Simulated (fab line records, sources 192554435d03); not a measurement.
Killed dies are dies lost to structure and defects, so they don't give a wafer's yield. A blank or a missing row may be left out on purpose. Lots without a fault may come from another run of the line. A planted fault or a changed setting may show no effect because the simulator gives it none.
Chamber matching | flow n5_finfet | N5_BEOL_M2_DESCUM_16 on rie_diel-01: 4 sister chambers
The step chemistry O2, time 7 s. 4 wafers are shown with their chamber, then 9 later ones without.

WAFERS WITH THEIR CHAMBER
wafer  | chamber | drypump_motor_current_A (A)
L079.1 | 3       | 5.2
L087.1 | 2       | 6.4
L087.3 | 0       | 4.9
L087.6 | 1       | 5.1

WAFERS WITHOUT THEIR CHAMBER
wafer  | drypump_motor_current_A (A)
L089.4 | 5.0
L089.5 | 5.1
L089.6 | 6.4
L090.1 | 5.2
L090.3 | 5.1
L090.5 | 4.9
L091.3 | 4.9
L091.5 | 5.2
L091.6 | 6.4

WHICH CHAMBER EACH WENT THROUGH
wafer  | from the rows above     | in truth
L089.4 | can't be placed: 0 or 1 | 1
L089.5 | 1                       | 1
L089.6 | 2                       | 2
L090.1 | 3                       | 3
L090.3 | 1                       | 1
L090.5 | 0                       | 0
L091.3 | 0                       | 0
L091.5 | 3                       | 3
L091.6 | 2                       | 2
Placed correctly: 8 of 9. Can't be placed from these rows: 1 (the true chamber is among the candidates in 1). Placed wrongly: 0.
How it was worked out, from the rows above alone: a wafer's distance from a chamber is the root of the sum, over the readings, of the square of ((its reading less the chamber's mean) divided by the reading's scatter). The wafer belongs to the nearest chamber; if the next one is less than 2 further off, it can't be placed. A chamber's mean is the mean of its shown wafers. The scatter: with one shown wafer a chamber, the root of the mean of the squares of how far each hidden wafer lies from its nearest shown one.
